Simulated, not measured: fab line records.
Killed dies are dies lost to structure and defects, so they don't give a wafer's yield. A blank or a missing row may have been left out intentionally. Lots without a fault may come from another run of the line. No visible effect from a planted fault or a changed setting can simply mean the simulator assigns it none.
Which tool was responsible? | flow n5-finfet | Sampling: 12 lots, 36 wafers, 4 of 1938 route steps

WHAT EACH GAUGE READ, for each wafer
N5_SDB_CD_MEAS_11: the cd target is 50 nm.
lot  | measured    | on        | cd-nm (nm)
L075 | day 3 23:24 | cd-sem-01 | 51.0 50.4 52.3
L077 | day 4 14:03 | cd-sem-01 | 48.8 49.2 48.9
L079 | day 5 05:03 | cd-sem-02 | 48.2 49.8 49.8
L081 | day 5 20:58 | cd-sem-03 | 48.9 50.2 50.3
L083 | day 6 00:48 | cd-sem-02 | 48.5 48.9 49.4
L085 | day 6 10:43 | cd-sem-01 | 49.7 49.8 47.6
L087 | day 6 22:50 | cd-sem-03 | 49.5 48.8 50.8
L089 | day 7 10:00 | cd-sem-01 | 50.2 49.1 49.5
L091 | day 7 21:40 | cd-sem-02 | 49.3 50.6 50.9
L093 | day 8 09:13 | cd-sem-01 | 49.8 48.6 49.2
L095 | day 9 00:31 | cd-sem-03 | 50.2 50.6 51.0
L097 | day 9 12:04 | cd-sem-03 | 47.9 49.2 47.6

WHAT TOOL EACH LOT RAN ON (gives the tool, then ch and the chambers of the sampled wafers, and finally the start)
lot  | N5_STI_FIN_REVEAL_CMP_04     | N5_STI_FIN_REVEAL_DENSIFY_30    | N5_STI_FIN_REVEAL_STRIP_24
L075 | cmp-04 ch 1,2, day 2 15:05   | rtp-anneal-02 ch 0, day 2 15:25 | rie-diel-04 ch 0,3, day 2 15:43
L077 | cmp-04 ch 0,1,3, day 3 04:56 | rtp-anneal-02 ch 0, day 3 05:18 | rie-diel-04 ch 0,3, day 3 05:29
L079 | cmp-01 ch 0,2,3, day 3 16:39 | rtp-anneal-02 ch 0, day 3 17:00 | rie-diel-04 ch 0,1,3, day 3 17:13
L081 | cmp-04 ch 1,2,3, day 4 10:52 | rtp-anneal-02 ch 0, day 4 11:08 | rie-diel-01 ch 2,3, day 4 11:23
L083 | cmp-04 ch 0,1,2, day 4 15:22 | rtp-anneal-01 ch 0, day 4 15:43 | rie-diel-04 ch 1,2,3, day 4 15:56
L085 | cmp-04 ch 0,2,3, day 5 03:46 | rtp-anneal-01 ch 0, day 5 04:03 | rie-diel-04 ch 0,1,3, day 5 04:18
L087 | cmp-01 ch 2,3, day 5 15:19   | rtp-anneal-02 ch 0, day 5 15:38 | rie-diel-01 ch 0,3, day 5 15:51
L089 | cmp-01 ch 2,3, day 6 02:27   | rtp-anneal-02 ch 0, day 6 02:46 | rie-diel-01 ch 0,3, day 6 02:59
L091 | cmp-02 ch 1,2,3, day 6 15:16 | rtp-anneal-01 ch 0, day 6 15:35 | rie-diel-01 ch 0,1,2, day 6 15:50
L093 | cmp-01 ch 1,2, day 7 02:50   | rtp-anneal-02 ch 0, day 7 03:09 | rie-diel-01 ch 0,1,3, day 7 03:24
L095 | cmp-02 ch 1,2,3, day 7 16:42 | rtp-anneal-02 ch 0, day 7 16:58 | rie-diel-04 ch 0,1,2, day 7 17:11
L097 | cmp-02 ch 0,1,3, day 8 03:53 | rtp-anneal-02 ch 0, day 8 04:13 | rie-diel-01 ch 0,1,3, day 8 04:32
- N5_STI_FIN_REVEAL_CMP_04: polishes, stops on Si3N4, t overpolish 4 s, target thk 131.83 nm.
- N5_STI_FIN_REVEAL_DENSIFY_30
- N5_STI_FIN_REVEAL_STRIP_24: strips in N2/H2, time 90 s.

THE ANSWER, worked out from the rows above alone
Rule: usual is defined by the lots themselves. The widest of any qualifying gaps counts: lots, ordered by their means at a reading, are off when they make up no more than a third of the lots, leave a main group of 4 or more, and stand apart from it by 3 or more times the standard deviation of that group's means. A main group is skipped when, at the precision printed for the reading in the tables above, its means are all equal. Also off: a lot with no number at a reading for which 4 or more lots have one. The other lots that the step has rows for count as sound.
No lot is off on any of the readings shown, so nothing can be concluded from this.

WHAT THE SIMULATOR HAD INSERTED
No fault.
